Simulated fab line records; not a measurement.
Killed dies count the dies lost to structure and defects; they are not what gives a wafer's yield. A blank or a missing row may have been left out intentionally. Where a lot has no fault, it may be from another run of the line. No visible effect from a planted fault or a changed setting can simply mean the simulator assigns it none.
Which tool is to blame? + flow nand harc + 24 lots, 72 wafers sampled, at 6 steps of a route of 1159

## WHAT EACH GAUGE READ, for each wafer
NHARC_A_CONTACT_OVL_MEAS_43. Usual: overlay x nm 0.1 nm, standard deviation 0.8; overlay y nm 0.0 nm, standard deviation 0.72.
| lot  | measured     | on         | overlay x nm (nm) | overlay y nm (nm) | flag |
|------|--------------|------------|-------------------|-------------------|------|
| L074 | day 16 07:49 | overlay-01 | 0.1 0.1 -0.2      | 0.2 0.2 -0.1      |      |
| L075 | day 16 15:44 | overlay-01 | -0.6 -0.8 -1.0    | 0.6 0.9 1.4       |      |
| L078 | day 16 18:55 | overlay-02 | 0.2 0.1 0.0       | 1.2 1.4 1.1       |      |
| L076 | day 16 22:33 | overlay-01 | 0.7 0.9 0.4       | -0.2 0.2 -0.4     |      |
| L077 | day 17 00:28 | overlay-02 | -1.1 -0.4 -0.4    | 0.4 0.0 0.5       |      |
| L080 | day 18 07:45 | overlay-01 | 1.9 2.0 1.8       | 0.5 0.8 1.0       |      |
| L081 | day 18 08:15 | overlay-01 | -1.3 -1.4 -2.0    | 0.5 -0.1 0.4      |      |
| L082 | day 18 13:30 | overlay-02 | 0.4 0.3 0.3       | 0.4 0.4 0.9       |      |
| L083 | day 18 13:55 | overlay-01 | -0.4 -0.2 -0.2    | -0.5 -0.5 -1.1    |      |
| L079 | day 18 17:47 | overlay-01 | 0.8 0.2 -0.3      | 0.6 0.5 -0.1      |      |
| L084 | day 18 19:49 | overlay-01 | 0.8 0.5 0.9       | 0.5 0.4 0.2       |      |
| L087 | day 19 03:47 | overlay-02 | 0.4 0.3 0.7       | -0.6 -0.7 -0.1    |      |
| L086 | day 19 06:01 | overlay-01 | 0.5 0.0 -0.4      | -0.8 -0.9 -0.5    |      |
| L085 | day 20 04:28 | overlay-01 | 0.8 0.6 0.8       | -0.8 0.1 -0.5     |      |
| L091 | day 20 09:12 | overlay-02 | 0.2 0.0 -0.6      | 0.0 0.0 0.4       |      |
| L088 | day 20 11:29 | overlay-01 | 1.0 1.0 0.8       | -1.7 -2.3 -1.8    |      |
| L090 | day 20 16:18 | overlay-02 | 1.4 1.3 0.9       | 0.6 0.7 1.1       |      |
| L089 | day 20 16:35 | overlay-01 | 1.3 0.9 0.9       | -1.0 -1.0 -1.1    |      |
| L092 | day 21 04:37 | overlay-02 | -1.6 -0.4 -1.0    | -0.5 -0.2 -0.5    |      |
| L093 | day 21 10:51 | overlay-01 | -0.3 0.5 0.1      | 0.0 0.6 0.0       |      |
| L094 | day 21 23:32 | overlay-02 | 0.7 0.5 1.0       | 0.2 0.0 0.5       |      |
| L095 | day 21 23:42 | overlay-01 | -1.3 -1.0 -1.0    | -0.8 -0.8 -1.1    |      |
| L096 | day 22 05:13 | overlay-02 | -0.5 -0.4 0.1     | 0.4 -0.5 -0.1     |      |
| L097 | day 22 05:26 | overlay-01 | -0.4 0.4 -0.2     | -0.2 -0.3 0.1     |      |

NHARC_A_CONTACT_CD_MEAS_80. Usual: 189.6 nm for cd nm, sd 0.8.
| lot  | measured     | on        | cd nm (nm)        | flag |
|------|--------------|-----------|-------------------|------|
| L074 | day 16 22:05 | cd sem-01 | 189.3 188.5 189.0 |      |
| L075 | day 17 04:27 | cd sem-01 | 190.6 189.4 190.2 |      |
| L078 | day 17 05:51 | cd sem-02 | 188.6 188.8 189.9 |      |
| L076 | day 17 09:18 | cd sem-03 | 188.4 188.9 189.3 |      |
| L077 | day 17 12:25 | cd sem-01 | 190.0 189.5 190.4 |      |
| L080 | day 18 19:25 | cd sem-02 | 191.0 190.7 190.8 |      |
| L081 | day 18 19:57 | cd sem-01 | 188.9 189.7 188.5 |      |
| L082 | day 19 02:19 | cd sem-01 | 190.2 189.8 189.8 |      |
| L083 | day 19 03:21 | cd sem-02 | 190.0 189.5 189.5 |      |
| L079 | day 19 06:55 | cd sem-02 | 190.2 190.1 190.7 |      |
| L084 | day 19 09:25 | cd sem-01 | 187.3 187.8 187.0 |      |
| L087 | day 19 16:06 | cd sem-01 | 189.9 189.7 189.3 |      |
| L086 | day 19 17:02 | cd sem-01 | 189.7 190.2 189.9 |      |
| L085 | day 20 16:04 | cd sem-02 | 190.6 190.6 190.7 |      |
| L091 | day 20 20:38 | cd sem-03 | 189.7 189.7 190.3 |      |
| L088 | day 20 23:33 | cd sem-01 | 190.9 189.4 190.0 |      |
| L090 | day 21 05:40 | cd sem-01 | 189.8 190.0 189.9 |      |
| L089 | day 21 06:57 | cd sem-03 | 189.4 189.8 190.4 |      |
| L092 | day 21 17:22 | cd sem-02 | 189.7 190.6 190.5 |      |
| L093 | day 21 22:10 | cd sem-01 | 188.5 188.7 188.6 |      |
| L094 | day 22 11:23 | cd sem-03 | 189.2 190.7 189.8 |      |
| L095 | day 22 12:31 | cd sem-01 | 188.2 188.3 189.1 |      |
| L096 | day 22 16:07 | cd sem-01 | 189.1 188.8 188.9 |      |
| L097 | day 22 16:43 | cd sem-01 | 189.7 190.0 189.7 |      |

## EACH LOT AND THE TOOL THAT RAN IT (in order: tool; ch and the chambers of the sampled wafers; start)
| lot  | NHARC_A_CONTACT_DEP_24          | NHARC_A_CONTACT_DEP_28        | NHARC_A_CONTACT_ETCH_127             | NHARC_A_CONTACT_ETCH_133             |
|------|---------------------------------|-------------------------------|--------------------------------------|--------------------------------------|
| L074 | pecvd-02 ch 0,1, day 16 03:23   | acl dep-03 ch 0, day 16 05:29 | har cap etch-03 ch 0,1, day 16 20:29 | har cap etch-03 ch 0,1, day 16 21:23 |
| L075 | pecvd-04 ch 0,2, day 16 09:25   | acl dep-03 ch 0, day 16 12:45 | har cap etch-02 ch 0,1, day 17 02:51 | har cap etch-02 ch 0,1, day 17 03:43 |
| L078 | pecvd-02 ch 1,2, day 16 11:29   | acl dep-03 ch 0, day 16 15:57 | har cap etch-03 ch 0,1, day 17 04:11 | har cap etch-03 ch 0,1, day 17 05:02 |
| L076 | pecvd-02 ch 0,1, day 16 13:37   | acl dep-01 ch 0, day 16 19:56 | har cap etch-01 ch 0,1, day 17 07:40 | har cap etch-01 ch 0,1, day 17 08:31 |
| L077 | pecvd-01 ch 1,2, day 16 17:15   | acl dep-02 ch 0, day 16 21:08 | har cap etch-03 ch 0,1, day 17 10:47 | har cap etch-03 ch 0,1, day 17 11:38 |
| L080 | pecvd-04 ch 1,2, day 18 04:05   | acl dep-01 ch 0, day 18 05:04 | har cap etch-02 ch 1, day 18 17:40   | har cap etch-02 ch 1, day 18 18:31   |
| L081 | pecvd-01 ch 1,2, day 18 04:21   | acl dep-02 ch 0, day 18 05:14 | har cap etch-03 ch 0,1, day 18 18:17 | har cap etch-03 ch 0,1, day 18 19:08 |
| L082 | pecvd-04 ch 0,1,2, day 18 08:46 | acl dep-01 ch 0, day 18 10:36 | har cap etch-03 ch 0,1, day 19 00:38 | har cap etch-03 ch 0,1, day 19 01:30 |
| L083 | pecvd-01 ch 0,1, day 18 09:00   | acl dep-03 ch 0, day 18 10:56 | har cap etch-01 ch 0,1, day 19 01:35 | har cap etch-01 ch 0,1, day 19 02:27 |
| L079 | pecvd-02 ch 0,2, day 18 13:10   | acl dep-01 ch 0, day 18 15:29 | har cap etch-01 ch 0,1, day 19 05:19 | har cap etch-01 ch 0,1, day 19 06:13 |
| L084 | pecvd-04 ch 0,1,2, day 18 15:13 | acl dep-01 ch 0, day 18 17:40 | har cap etch-03 ch 0,1, day 19 07:27 | har cap etch-03 ch 0,1, day 19 08:39 |
| L087 | pecvd-04 ch 0,2, day 18 21:04   | acl dep-01 ch 0, day 19 00:46 | har cap etch-02 ch 0,1, day 19 14:12 | har cap etch-02 ch 0,1, day 19 15:22 |
| L086 | pecvd-02 ch 0,2, day 19 01:16   | acl dep-02 ch 0, day 19 02:58 | har cap etch-01 ch 0,1, day 19 15:21 | har cap etch-01 ch 0,1, day 19 16:12 |
| L085 | pecvd-02 ch 0,1, day 19 22:41   | acl dep-01 ch 0, day 20 01:23 | har cap etch-01 ch 0,1, day 20 14:24 | har cap etch-01 ch 0,1, day 20 15:15 |
| L091 | pecvd-04 ch 1,2, day 20 04:31   | acl dep-01 ch 0, day 20 06:31 | har cap etch-02 ch 0,1, day 20 19:01 | har cap etch-02 ch 0,1, day 20 19:53 |
| L088 | pecvd-02 ch 0,1,2, day 20 07:58 | acl dep-01 ch 0, day 20 09:19 | har cap etch-03 ch 0,1, day 20 21:56 | har cap etch-03 ch 0,1, day 20 22:50 |
| L090 | pecvd-04 ch 0,1, day 20 12:48   | acl dep-02 ch 0, day 20 13:25 | har cap etch-02 ch 0,1, day 21 04:02 | har cap etch-02 ch 0,1, day 21 04:53 |
| L089 | pecvd-02 ch 0,1,2, day 20 13:08 | acl dep-01 ch 0, day 20 14:39 | har cap etch-03 ch 0,1, day 21 05:22 | har cap etch-03 ch 0,1, day 21 06:17 |
| L092 | pecvd-04 ch 1,2, day 20 22:16   | acl dep-02 ch 0, day 21 01:52 | har cap etch-03 ch 1, day 21 15:43   | har cap etch-03 ch 1, day 21 16:34   |
| L093 | pecvd-01 ch 0,1,2, day 21 05:16 | acl dep-03 ch 0, day 21 08:16 | har cap etch-02 ch 0,1, day 21 20:29 | har cap etch-02 ch 0,1, day 21 21:20 |
| L094 | pecvd-02 ch 0,1,2, day 21 19:59 | acl dep-03 ch 0, day 21 20:31 | har cap etch-01 ch 0,1, day 22 09:46 | har cap etch-01 ch 0,1, day 22 10:37 |
| L095 | pecvd-01 ch 1,2, day 21 19:59   | acl dep-01 ch 0, day 21 20:58 | har cap etch-03 ch 0,1, day 22 10:51 | har cap etch-03 ch 0,1, day 22 11:42 |
| L096 | pecvd-01 ch 1,2, day 22 01:26   | acl dep-03 ch 0, day 22 02:18 | har cap etch-02 ch 0,1, day 22 14:30 | har cap etch-02 ch 0,1, day 22 15:23 |
| L097 | pecvd-04 ch 0,1,2, day 22 01:59 | acl dep-02 ch 0, day 22 03:37 | har cap etch-01 ch 0,1, day 22 14:55 | har cap etch-01 ch 0,1, day 22 15:49 |
- NHARC_A_CONTACT_DEP_24: deposits SiO2, target thk 500 nm.
- NHARC_A_CONTACT_DEP_28: deposits aC, target thk 3600 nm.
- NHARC_A_CONTACT_ETCH_127: etches the open film in C4F8/O2/Ar, time 155 s, target depth 956 nm.
- NHARC_A_CONTACT_ETCH_133: etches the open film in C4F8/O2/Ar, time 195 s, target depth 840 nm.

## WHAT THE TOOLS THEMSELVES READ (means of the sampled wafers that have a number; where no wafer has one, the mark that the record gives instead)
NHARC_A_CONTACT_DEP_24. Usual: chamber pressure Torr 6.497 Torr, standard deviation 0.015; heater power w 534 W, standard deviation 98; throttle valve pct 15.9 %, standard deviation 0.53.
| lot  | tool     | chamber pressure Torr (Torr) | heater power w (W) | throttle valve pct (%) | flag |
|------|----------|------------------------------|--------------------|------------------------|------|
| L074 | pecvd-02 | 6.496                        | 545                | 16.3                   |      |
| L075 | pecvd-04 | 6.477                        | 470                | 15.7                   |      |
| L078 | pecvd-02 | 6.504                        | 512                | 15.3                   |      |
| L076 | pecvd-02 | 6.513                        | 596                | 16.5                   |      |
| L077 | pecvd-01 | 6.500                        | 633                | 15.9                   |      |
| L080 | pecvd-04 | 6.503                        | 488                | 15.8                   |      |
| L081 | pecvd-01 | 6.493                        | 661                | 15.8                   |      |
| L082 | pecvd-04 | 6.503                        | 470                | 15.8                   |      |
| L083 | pecvd-01 | 6.502                        | 558                | 15.5                   |      |
| L079 | pecvd-02 | 6.490                        | 497                | 15.5                   |      |
| L084 | pecvd-04 | 6.515                        | 480                | 15.8                   |      |
| L087 | pecvd-04 | 6.505                        | 425                | 16.0                   |      |
| L086 | pecvd-02 | 6.496                        | 538                | 16.3                   |      |
| L085 | pecvd-02 | 6.479                        | 553                | 16.5                   |      |
| L091 | pecvd-04 | 6.502                        | 534                | 16.0                   |      |
| L088 | pecvd-02 | 6.498                        | 550                | 16.0                   |      |
| L090 | pecvd-04 | 6.509                        | 417                | 15.8                   |      |
| L089 | pecvd-02 | 6.496                        | 575                | 16.1                   |      |
| L092 | pecvd-04 | 6.496                        | 481                | 15.8                   |      |
| L093 | pecvd-01 | 6.494                        | 649                | 15.6                   |      |
| L094 | pecvd-02 | 6.485                        | 526                | 16.0                   |      |
| L095 | pecvd-01 | 6.502                        | 659                | 15.7                   |      |
| L096 | pecvd-01 | 6.506                        | 652                | 15.7                   |      |
| L097 | pecvd-04 | 6.494                        | 449                | 16.1                   |      |

NHARC_A_CONTACT_DEP_28. Usual: 35.001 % for throttle valve pct, sd 0.0092.
| lot  | tool       | throttle valve pct (%) | flag |
|------|------------|------------------------|------|
| L074 | acl dep-03 | 35.000                 |      |
| L075 | acl dep-03 | 34.995                 |      |
| L078 | acl dep-03 | 35.001                 |      |
| L076 | acl dep-01 | 35.002                 |      |
| L077 | acl dep-02 | 35.006                 |      |
| L080 | acl dep-01 | 35.008                 |      |
| L081 | acl dep-02 | 34.999                 |      |
| L082 | acl dep-01 | 35.004                 |      |
| L083 | acl dep-03 | 35.005                 |      |
| L079 | acl dep-01 | 35.002                 |      |
| L084 | acl dep-01 | 35.007                 |      |
| L087 | acl dep-01 | 35.001                 |      |
| L086 | acl dep-02 | 34.992                 |      |
| L085 | acl dep-01 | 35.003                 |      |
| L091 | acl dep-01 | 35.005                 |      |
| L088 | acl dep-01 | 35.013                 |      |
| L090 | acl dep-02 | 34.997                 |      |
| L089 | acl dep-01 | 34.996                 |      |
| L092 | acl dep-02 | 35.002                 |      |
| L093 | acl dep-03 | 34.997                 |      |
| L094 | acl dep-03 | 34.999                 |      |
| L095 | acl dep-01 | 35.002                 |      |
| L096 | acl dep-03 | 34.999                 |      |
| L097 | acl dep-02 | 34.998                 |      |

## THE ANSWER, worked out from the rows above alone
Rule: lot off if the mean of its wafers having a number is beyond 3 standard deviations from the usual mean. A lot without any number at a reading at which 4 lots or more have one is off too. All remaining lots with rows at the step are treated as sound. The gauges are gone through in route order, then the tools' own readings, and for those a lot's mean is taken as printed above. The first step at which some lot is off is used, and at that step the reading that is off furthest; a lot without a number counts as furthest.
None of the lots is off at any reading shown; this tells nothing.

## WHAT HAD BEEN PUT IN BY THE SIMULATOR
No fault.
